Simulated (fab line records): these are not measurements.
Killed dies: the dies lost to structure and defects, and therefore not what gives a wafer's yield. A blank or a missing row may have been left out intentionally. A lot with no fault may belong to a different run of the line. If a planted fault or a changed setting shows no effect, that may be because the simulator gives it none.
fab line records	flow n5Finfet
record lots=4	wafers=12	lastDay=17
route steps=1938 shown BEOL_M4@1105 BEOL_M5@1112 PASSIVATION@1936
lots that met no fault: taken from a fault-free run of the same line
startH: start of the lot's first displayed wafer, in hours after the record's first day	waitH: time in hours since the lot's previous step	" same as the row above	L1.1+2: a row that stands for several wafers	- either no value or no given start	* or withheld: withheld	< > ~ a bound
route shown NAME@n: NAME is a module with steps in the file, n the number in the route of the first one	usual: mean/standard deviation taken from wafers without a fault	same: alike in all rows	chamber/n: place in a boat	sites: each site's reading	_std_site: their standard deviation	_edge_site: outer sites' mean less inner sites'	radiusMm: how far each site lies from the wafer's centre	mask NAME#n: copy n	behind: the last tool/chamber to shape the wafer	hold: what put the lot on hold/how long, in hours/how the hold closed	device: transistor that didn't switch, given as n, p or np	end of line: the route-end tests of the same wafers	where a step has no rows: the recipe by itself	killed: dies that structure and defects cost at the first sort, which is not the same as the wafer's yield	map: dies across one wafer; x = killed, . = not, _ = none there
set.NAME: the setting as run; set.NAME@STEP: as run at that earlier step	model.NAME: the simulator's own value behind a step, which no gauge read
certain route steps with their lots: each step a table, each wafer a row
services: when a tool's chamber went out of use (startH, in hours from the record's first day, below 0 if earlier), for how many hours, and the reason
## steps
# step N5_BEOL_M4_PRE_CLEAN_60
# recipe gas=NH3/H2	timeS=15	tempC=*	rfPowerW=300
# step N5_BEOL_M4_CO_CAP_55
# recipe material=Co	targetThkA=20	tempC=200	precursor=CCTBA/H2	pressureTorr=30	timeS=102.1
# step N5_BEOL_M4_PRE_CLEAN_56
# recipe gas=NH3	timeS=15	tempC=withheld	rfPowerW=300
# step N5_BEOL_M4_DEP_57
# recipe material=SiCN	targetThkA=80	tempC=withheld	precursor=3MS/NH3	pressureTorr=3	rfW=202	timeS=14
# step N5_BEOL_M5_ILD_DEP_00
# recipe material=SiCOH_lowk	targetThkA=1406.4	tempC=300	precursor=DEMS/porogen	pressureTorr=5	rfW=500	timeS=25.9
# step N5_BEOL_M5_CURE_79
# recipe tempC=385	timeS=240	ambient=He/Ar	material=SiCOH_lowk
# step N5_BEOL_M5_PECVD_70
# recipe material=SiO2	targetThkA=160	tempC=400	precursor=TEOS/O2	pressureTorr=5.5	rfW=450	teosFlowSccm=53.8	gas=O2	flowSccm=3000	timeS=18
# step N5_BEOL_M5_HM_DEP_02
# recipe material=TiN	targetThkA=200	tempC=25	chamberPressurePa=0.49996
# usual throttleValvePct=30.8/0.85
lot.wafer	tool	chamber	startH	waitH	throttleValvePct	model.TiN_of_BEOL_M5_HM_DEP_02.thkNm
L748.2	pvdSputter-03	-	272.39	3.5	31.5	20.2
L748.4	"	-	"	"	32.0	20.2
L748.5	"	-	"	"	31.5	20.4
L747.4	pvdSputter-03	-	273.39	0.7	31.6	13.4
L747.5	"	-	"	"	32.0	19.8
L747.6	"	-	"	"	30.2	20.2
L750.2	pvdSputter-03	-	285.64	0.5	31.4	20
L750.3	"	-	"	"	32.0	12.8
L750.5	"	-	"	"	30.2	20
L754.1	pvdSputter-02	-	319.46	1.6	30.7	20.2
L754.4	"	-	"	"	29.5	20.2
L754.6	"	-	"	"	31.2	20.2
# step N5_BEOL_M5_COAT_59
# recipe resist=SOC	tempC=250	timeS=60	spinRpm=1500	resistThkNm=60
# step N5_BEOL_M5_COAT_60
# recipe resist=SiARC	tempC=220	timeS=60	spinRpm=1500	resistThkNm=12
# step N5_BEOL_M5_COAT_71
# recipe resist=underlayer	tempC=205	timeS=60	spinRpm=1500	resistThkNm=5
# step N5_BEOL_M5_COAT_05
# recipe resist=CAR-EUV	spinRpm=1500	resistThkNm=30
# step N5_BEOL_M5_EBR_07
# recipe solvent=PGMEA	ebrWidthMm=1.5
# step N5_BEOL_M5_SOFTBAKE_06
# recipe tempC=110	timeS=60	resist=CAR-EUV
# step N5_BEOL_M5_EXPOSE_08
# recipe maskId=M5	na=0.33	sourceShape=annular	sigmaInner=0.4	sigmaOuter=0.8	polarization=unpolarized	targetCdNm=28	doseMj=35.75
# step N5_BEOL_M5_PEB_09
# recipe pebTempC=100	pebTimeS=60	resist=CAR-EUV
# step N5_BEOL_M5_DEVELOP_10
# recipe developTimeS=30	developer=TMAH	resist=CAR-EUV	rinseLiquid=surfactantRinse	dry=airSpin	devTempC=23
# step N5_BEOL_M5_DESCUM_16
# recipe chemistry=O2	timeS=7	sourcePowerW=50	biasPowerW=20	pressureMtorr=20	rfFrequencyHz=2.712e+07	tempC=40	resist=CAR-EUV	o2FlowSccm=225
# step N5_BEOL_M5_ETCH_72
# recipe chemistry=N2/H2	target=underlayer	targetDepthA=65	maskMaterial=CAR-EUV	timeS=5.2	ionEnergyEv=200	pressureMtorr=30	sourceW=840	biasW=150	n2FlowSccm=200	h2FlowSccm=200	ends=cleared
# step N5_BEOL_M5_ETCH_61
# recipe chemistry=CF4	target=SiARC	targetDepthA=156	maskMaterial=CAR-EUV	timeS=26	ionEnergyEv=80	pressureMtorr=40	sourceW=545	biasW=36	Ar_flow_sccm=100	cf4FlowSccm=100	ends=cleared
# step N5_BEOL_M5_ETCH_62
# recipe chemistry=N2/H2	target=SOC	targetDepthA=750	overetchA=150	maskMaterial=SiARC	tempC=40	timeS=112.5	ionEnergyEv=200	pressureMtorr=30	sourceW=840	biasW=150	n2FlowSccm=200	h2FlowSccm=200
# step N5_BEOL_M5_STRIP_63
# recipe chemistry=N2/H2	tempC=40	n2FlowSccm=200	h2FlowSccm=200	rfFrequencyHz=6e+07
# step N5_BEOL_M5_STRIP_73
# recipe chemistry=N2/H2	tempC=40	n2FlowSccm=200	h2FlowSccm=200	rfFrequencyHz=6e+07
# step N5_BEOL_M5_STRIP_64
# recipe chemistry=CF4	resist=SiARC	powerW=300	biasPowerW=75	pressureMtorr=50	cf4FlowSccm=150	rfFrequencyHz=6e+07
# step N5_BEOL_M5_HM_OPEN_17
# recipe chemistry=Cl2/BCl3	targetDepthA=200	overetchA=60	target=TiN	maskMaterial=SOC	ionEnergyEv=150	pressureMtorr=10	icpW=1000	biasW=126	Cl2_flow_sccm=53.25	bcl3FlowSccm=21.75	Ar_flow_sccm=25
# usual chamberPressureMTorr=9.999/0.009	drypumpMotorCurrentA=5.9/0.59	oesProductAu=0.71/0.071	throttleValvePct=22.0/0.35
lot.wafer	tool	chamber	startH	waitH	chamberPressureMTorr	drypumpMotorCurrentA	oesProductAu	rfHoursCounterH	throttleValvePct	model.etch.depthNm
L748.2	rieMetal-01	1	273.35	0.0	10.001	6.3	0.80	6	21.4	20.27
L748.4	"	1	"	"	9.988	6.3	0.81	-	21.4	20.18
L748.5	"	1	"	"	10.010	6.3	0.80	-	21.4	20.41
L747.4	rieMetal-02	0	274.42	0.1	10.003	5.6	0.48	-	22.2	13.49
L747.5	"	1	"	"	10.006	6.0	0.65	-	22.6	19.77
L747.6	"	0	"	"	10.009	5.6	0.60	-	22.0	20.27
L750.2	rieMetal-03	1	286.40	0.0	9.999	6.4	0.69	30	22.1	19.92
L750.3	"	1	"	"	9.984	6.4	0.56	-	22.3	12.87
L750.5	"	0	"	"	9.992	6.4	0.73	-	22.1	19.94
L754.1	rieMetal-03	0	320.22	0.0	10.008	6.3	0.72	24	22.1	20.22
L754.4	"	0	"	"	9.988	6.3	0.72	-	22.1	20.12
L754.6	"	1	"	"	9.990	6.4	0.69	-	22.1	20.22
# step N5_BEOL_M5_STRIP_19
# recipe chemistry=O2	powerW=400	tempC=40	pressureMtorr=30	rfFrequencyHz=6e+07	biasPowerW=0	overashFraction=0.2	o2FlowSccm=225
# step N5_BEOL_M5_COAT_65
# recipe resist=SOC	tempC=250	timeS=60	spinRpm=1500	resistThkNm=60
# step N5_BEOL_M5_COAT_66
# recipe resist=SiARC	tempC=220	timeS=60	spinRpm=1500	resistThkNm=12
# step N5_BEOL_M5_COAT_74
# recipe resist=underlayer	tempC=205	timeS=60	spinRpm=1500	resistThkNm=5
# step N5_BEOL_M5_COAT_22
# recipe resist=CAR-EUV	spinRpm=1500	resistThkNm=30
# step N5_BEOL_M5_EBR_24
# recipe solvent=PGMEA	ebrWidthMm=1.5
# step N5_BEOL_M5_SOFTBAKE_23
# recipe tempC=110	timeS=60	resist=CAR-EUV
# step N5_BEOL_M5_EXPOSE_25
# recipe maskId=V4	na=0.33	sourceShape=quasar	sigmaInner=0.2	sigmaOuter=0.6	polarization=unpolarized	defocusNm=10	doseMj=52.75
# step N5_BEOL_M5_TRENCH_ETCH_37
# recipe chemistry=C4F6/O2	targetDepthA=716.52	target=SiCOH_lowk	timeS=24.7	ionEnergyEv=250	pressureMtorr=30	sourceW=345	biasW=185	Ar_flow_sccm=300	C4F6_flow_sccm=10	O2_flow_sccm=10
# usual chamberPressureMTorr=29.996/0.027	drypumpMotorCurrentA=5.7/0.42	oesProductAu=0.81/0.083	rfVppV=661/13	showerheadPlenumPTorr=2.82/0.099	throttleValvePct=20.95/0.2
lot.wafer	tool	chamber	startH	waitH	chamberPressureMTorr	drypumpMotorCurrentA	oesProductAu	rfHoursCounterH	rfVppV	showerheadPlenumPTorr	throttleValvePct	model.TiN_of_BEOL_M5_HM_DEP_02.thkNm
L748.2	rieDiel-02	1	-	-	29.992	5.2	0.85	52	656	2.78	20.60	18.2
L748.4	"	3	"	"	30.005	5.5	0.70	-	688	2.83	20.97	18
L748.5	"	0	"	"	29.978	5.0	0.76	-	649	2.63	21.11	18.2
L747.4	rieDiel-02	3	-	-	30.011	5.4	0.71	-	688	2.83	20.97	11.4
L747.5	"	0	"	"	30.017	5.0	0.76	-	650	2.63	21.11	17.6
L747.6	"	1	"	"	30.013	5.2	0.85	-	656	2.78	20.60	18.2
L750.2	rieDiel-02	2	-	-	29.954	5.8	1.01	1	676	2.81	20.61	17.8
L750.3	"	0	"	"	29.999	5.0	0.75	182	649	2.63	21.13	10.8
L750.5	"	3	"	"	29.972	5.5	0.71	-	687	2.83	20.98	17.8
L754.1	rieDiel-03	3	-	-	29.979	6.3	0.77	145	648	2.99	21.17	18.2
L754.4	"	1	"	"	30.008	5.8	0.88	42	642	2.91	20.89	18
L754.6	"	3	"	"	30.025	6.3	0.77	-	649	2.99	21.16	18.2
# step N5_PASSIVATION_PROBE_49
# usual defectLimitedYield=91.3/1.5	killed_at_M0_to_M3=31/11	killed_at_M4_up=14/5.1	killedAtContacts=12/5.6	killedAtFrontEnd=42/12	killedAtOther=3.8/2.9	killedDies=103/18	killedOpen=67/14	killedShort=33/8	sort_bin_5_function=5.1/1	sort_bin_6_memory=3.2/0.75	sortNPass=1077/18	sortYieldPct=91.3/1.5
# same grossDies=1180	killedAtBackSide=0	sort_bin_4_leakage[%]=0	sort_bin_8_speed[%]=0
lot.wafer	tool	chamber	startH	waitH	defectLimitedYield[%]	killed_at_M0_to_M3	killed_at_M4_up	killedAtContacts	killedAtFrontEnd	killedAtOther	killedDies	killedOpen	killedShort	sort_bin_5_function[%]	sort_bin_6_memory[%]	sortNPass	sortYieldPct[%]
L747.5	prober-02	-	384.42	0.2	90.3	42	10	9	50	3	114	65	37	5.2	3.4	1066	90.3
# killed by level:class
L747.5 HKMG_FIN:areaEtch=10 FIN_SAQP:geometricParticle:short=8 STI_FIN_REVEAL:geometricParticle:open=8 BEOL_M0_SAQP:geometricParticle:short=8 BEOL_M1:geometricParticle:open=7 MOL_CONTACT_COAG:geometricParticle:open=7 BEOL_M3:geometricParticle:open=6 FIN_SAQP:geometricParticle:open=5
## services
tool	chamber	startH	hours	kind
rieDiel-02	0	259.82	6.2	repair
rieDiel-02	2	266.34	-	clean
rieDiel-02	2	266.34	-	consumableReplace:focusRing
rieDiel-02	2	266.34	18.4	scheduledDown
rieDiel-02	2	266.34	18.4	ventCycle
rieMetal-02	1	281.50	1.1	repair
## key
firstSign none at tools or gauges
modelEffect step=N5_BEOL_M5_HM_DEP_02	value=TiN_of_BEOL_M5_HM_DEP_02.thkNm	without=19.9	struck=13.1
modelEffect step=N5_BEOL_M5_HM_OPEN_17	value=etch.depthNm	without=19.94	struck=13.18
modelEffect step=N5_BEOL_M5_TRENCH_ETCH_37	value=TiN_of_BEOL_M5_HM_DEP_02.thkNm	without=17.9	struck=11.1
metAt N5_BEOL_M5_HM_DEP_02
struckWafers L747.4,L750.3
baselineLoss step=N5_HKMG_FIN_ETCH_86	wafers=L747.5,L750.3
onsetBetween 272.39 273.39
fault kind=processParameterDrift	tool=pvdSputter-03	chamber=-	onsetH=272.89	steps=N5_BEOL_M5_HM_DEP_02	channel=targetThkA	offset=*	shape=step	endH=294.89	scope=struckWafersOnly	actsIn=*	stated=*
# baselineLoss: these wafers lose ten dies or more at that step, a loss of the line's own and not of a fault; the sort's usual values leave them out
